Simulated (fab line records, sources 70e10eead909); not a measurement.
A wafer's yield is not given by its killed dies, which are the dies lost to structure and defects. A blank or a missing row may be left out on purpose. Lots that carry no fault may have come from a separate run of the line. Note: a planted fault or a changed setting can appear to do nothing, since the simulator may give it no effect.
Which tool did it? -- flow nand_harc -- 11 lots with 33 wafers sampled at 6 steps, on a route of 1159 steps

WHAT THE GAUGES SHOWED, per wafer
NHARC_THIN_TSV_CD_MEAS_12 targets a cd of 1000 nm.
lot,measured,on,cd_nm (nm)
L115,day 18 18:26,cd_sem-01,997.1 997.1 1001.5
L117,day 18 19:45,cd_sem-02,997.9 997.5 998.9
L119,day 19 15:32,cd_sem-03,998.5 997.0 1001.7
L121,day 20 00:11,cd_sem-01,1004.2 1001.1 999.7
L127,day 21 21:41,cd_sem-03,998.0 996.5 996.4
L130,day 22 00:46,cd_sem-03,998.6 997.9 995.2
L129,day 22 13:20,cd_sem-01,998.3 999.6 999.8
L133,day 23 01:25,cd_sem-03,1002.5 998.6 1000.1
L134,day 23 20:13,cd_sem-03,1004.2 1003.0 1003.3
L135,day 24 16:51,cd_sem-02,1001.9 999.4 1001.9
L137,day 25 01:32,cd_sem-03,996.3 998.6 999.7

NHARC_THIN_TSV_INSPECT_40.
lot,measured,on,raw_defect_count
L115,day 19 07:11,defect_inspect-02,429 350 408
L117,day 19 07:11,defect_inspect-01,376 400 432
L119,day 20 01:46,defect_inspect-01,500 419 530
L121,day 20 11:16,defect_inspect-02,509 587 345
L127,day 22 07:20,defect_inspect-01,821 525 650
L130,day 22 12:32,defect_inspect-02,546 541 712
L129,day 23 02:05,defect_inspect-01,803 431 426
L133,day 23 13:18,defect_inspect-01,492 602 530
L134,day 24 07:57,defect_inspect-02,463 451 430
L135,day 25 03:31,defect_inspect-02,517 564 513
L137,day 25 10:49,defect_inspect-01,486 476 510

NHARC_END_SORT_01.
lot,measured,on,defect_limited_yield (%),killed_at_array,killed_at_other,killed_at_periphery,killed_dies,killed_open,killed_short,sort_bin_2_pct (%),sort_bin_3_pct (%),sort_bin_4_pct (%),sort_n_pass,sort_rim_yield_pct (%),sort_yield_pct (%)
L115,day 19 11:02,prober-02,95.1 95.3 95.1,29 25 28,1 2 1,3 5 4,33 32 33,3 5 3,2 4 5,1.8 1.6 1.2,0.15 0.15 0.15,3.0 3.0 3.5,644 645 644,98 94 92,95.1 95.3 95.1
L127,day 22 10:25,prober-02,82.6 94.7 95.6,38 32 25,76 1 0,4 3 5,118 36 30,6 6 4,4 2 2,7.1 2.1 1.8,3.10 0.30 0.30,7.2 3.0 2.4,559 641 647,94 94 93,82.6 94.7 95.6
L129,day 23 05:09,prober-02,83.5 93.9 94.4,30 37 32,79 1 2,3 3 4,112 41 38,2 2 5,1 2 0,7.5 1.8 1.2,2.22 0.74 0.59,6.8 3.5 3.8,565 636 639,95 93 96,83.5 93.9 94.4
L133,day 23 17:59,prober-01,97.5 95.9 97.6,15 23 9,0 1 1,2 4 6,17 28 16,1 1 1,1 5 1,0.4 1.3 1.0,0.30 0.44 0.15,1.8 2.4 1.2,660 649 661,96 96 98,97.5 95.9 97.6
L134,day 24 12:41,prober-02,92.8,45,3,1,49,3,2,1.9,0.59,4.7,628,89,92.8
L135,day 25 07:23,prober-02,94.2 93.8 92.9,39 41 44,0 1 1,0 0 3,39 42 48,4 3 6,1 3 0,1.5 2.5 2.4,0.44 0.30 0.44,3.8 3.4 4.3,638 635 629,91 85 87,94.2 93.8 92.9
L137,day 25 15:08,prober-01,94.4 92.5 93.9,34 45 36,1 0 1,3 6 4,38 51 41,1 2 3,4 2 3,1.8 2.8 1.9,0.15 0.74 0.30,3.7 4.0 3.8,639 626 636,92 91 92,94.4 92.5 93.9

WHAT TOOL EACH LOT RAN ON (gives the tool, then ch and the chambers of the sampled wafers, and finally the start)
lot,NHARC_THIN_TSV_PRE_CLEAN_50,NHARC_THIN_TSV_DESCUM_35,NHARC_THIN_TSV_ETCH_59
L115,"pvd_sputter-02, day 19 01:26 or earlier","rie_diel-11 ch 0,2,3, day 19 01:26","rie_metal-02 ch 0,1, day 19 01:34"
L117,"pvd_sputter-03, day 19 01:53 or earlier","rie_diel-11 ch 0,1,3, day 19 01:53","rie_metal-03 ch 0,1, day 19 02:05"
L119,"pvd_sputter-03, day 19 21:46 or earlier","rie_diel-06 ch 0,2,3, day 19 21:46","rie_metal-01 ch 0,1, day 19 22:00"
L121,"pvd_sputter-02, day 20 06:30 or earlier","rie_diel-12 ch 1,2,3, day 20 06:30","rie_metal-02 ch 0,1, day 20 06:41"
L127,"pvd_sputter-01, day 22 03:43 or earlier","rie_diel-12 ch 0,2,3, day 22 03:43","rie_metal-01 ch 0,1, day 22 03:51"
L130,"pvd_sputter-01, day 22 07:02 or earlier","rie_diel-12 ch 0,1, day 22 07:02","rie_metal-03 ch 0,1, day 22 07:13"
L129,"pvd_sputter-03, day 22 19:35 or earlier","rie_diel-06 ch 0,2,3, day 22 19:35","rie_metal-01 ch 0,1, day 22 19:43"
L133,"pvd_sputter-02, day 23 07:33 or earlier","rie_diel-11 ch 0,1,3, day 23 07:33","rie_metal-02 ch 0,1, day 23 07:44"
L134,"pvd_sputter-03, day 24 02:15 or earlier","rie_diel-12 ch 1,2,3, day 24 02:15","rie_metal-03 ch 0,1, day 24 02:25"
L135,"pvd_sputter-03, day 24 23:20 or earlier","rie_diel-12 ch 0,1,3, day 24 23:20","rie_metal-03 ch 0,1, day 24 23:27"
L137,"pvd_sputter-01, day 25 07:38 or earlier","rie_diel-12 ch 0,2,3, day 25 07:38","rie_metal-01 ch 0, day 25 07:47"
- NHARC_THIN_TSV_PRE_CLEAN_50: time 30 s.
- NHARC_THIN_TSV_DESCUM_35: chemistry O2, time 3 s.
- NHARC_THIN_TSV_ETCH_59: etches the open film in Cl2/BCl3, target depth 880 nm, time 138.1 s.

WHAT THE TOOLS THEMSELVES READ (means of the sampled wafers that have a number; where no wafer has one, the mark that the record gives instead)
NHARC_THIN_TSV_PRE_CLEAN_50.
lot,tool,heater_power_w (W),susceptor_temp_C (C)
L115,pvd_sputter-02,381,280.03
L117,pvd_sputter-03,435,280.21
L119,pvd_sputter-03,411,280.21
L121,pvd_sputter-02,366,279.96
L127,pvd_sputter-01,481,280.04
L130,pvd_sputter-01,485,279.93
L129,pvd_sputter-03,441,279.87
L133,pvd_sputter-02,409,279.89
L134,pvd_sputter-03,404,280.02
L135,pvd_sputter-03,409,280.00
L137,pvd_sputter-01,467,280.07

NHARC_THIN_TSV_DESCUM_35.
lot,tool,drypump_motor_current_A (A),oes_product_au (a.u.),rf_vpp_V (V),showerhead_plenum_p_Torr (Torr),throttle_valve_pct (%)
L115,rie_diel-11,5.7,0.993,57.9,1.99,11.314
L117,rie_diel-11,5.9,1.001,57.7,1.95,11.306
L119,rie_diel-06,5.5,1.003,57.7,1.88,11.302
L121,rie_diel-12,5.3,1.006,57.5,1.91,11.311
L127,rie_diel-12,5.5,0.992,57.6,1.92,11.308
L130,rie_diel-12,5.1,1.002,57.6,1.78,11.309
L129,rie_diel-06,5.5,1.007,57.8,1.88,11.318
L133,rie_diel-11,5.9,1.004,58.7,1.95,11.319
L134,rie_diel-12,5.3,1.010,57.4,1.91,11.308
L135,rie_diel-12,5.4,0.997,57.1,1.82,11.315
L137,rie_diel-12,5.5,0.989,57.5,1.91,11.309

NHARC_THIN_TSV_ETCH_59.
lot,tool,drypump_motor_current_A (A),oes_product_au (a.u.),throttle_valve_pct (%)
L115,rie_metal-02,5.9,0.991,22.265
L117,rie_metal-03,5.7,0.999,22.256
L119,rie_metal-01,5.9,0.995,22.263
L121,rie_metal-02,5.5,1.001,22.265
L127,rie_metal-01,5.9,0.987,22.269
L130,rie_metal-03,5.7,1.000,22.265
L129,rie_metal-01,5.9,0.994,22.263
L133,rie_metal-02,5.5,1.005,22.276
L134,rie_metal-03,5.7,0.993,22.263
L135,rie_metal-03,5.7,1.004,22.264
L137,rie_metal-01,5.7,0.992,22.261

THE ANSWER, worked out from the rows above alone
Rule: what is usual is taken from the lots themselves. Put in order of their means at a reading, lots are off if they are a third of the lots or fewer, leave a main group of 4 or more, and stand apart from it by a gap of 3 or more times the standard deviation of the main group's means; of several such gaps the widest counts. Not used: any main group whose means are identical at the precision the tables above print for the reading. A lot without any number at a reading at which 4 lots or more have one is off too. All remaining lots with rows at the step are treated as sound. After the gauges, taken in route order, come the tools' own readings; for these a lot's mean is taken, as printed above. The first step at which some lot is off is used, and at that step the reading that is off furthest; a lot without a number counts as furthest.
Off: L127, L129 (NHARC_END_SORT_01, killed_at_other). The main group: mean 1.3, standard deviation 0.9. Neither off nor sound, because the step has no rows for them: L117, L119, L121, L130.
A tool fits if, at a process step before that reading, it ran every lot that is off, and no sound lot after the first of them. Gauges at NHARC_END_SORT_01: tried the same way as those tools. With no start given for some of its lots, NHARC_THIN_TSV_PRE_CLEAN_50 uses the hours and lot order of NHARC_THIN_TSV_DESCUM_35. None of those tried fits.

WHAT THE SIMULATOR HAD PUT IN
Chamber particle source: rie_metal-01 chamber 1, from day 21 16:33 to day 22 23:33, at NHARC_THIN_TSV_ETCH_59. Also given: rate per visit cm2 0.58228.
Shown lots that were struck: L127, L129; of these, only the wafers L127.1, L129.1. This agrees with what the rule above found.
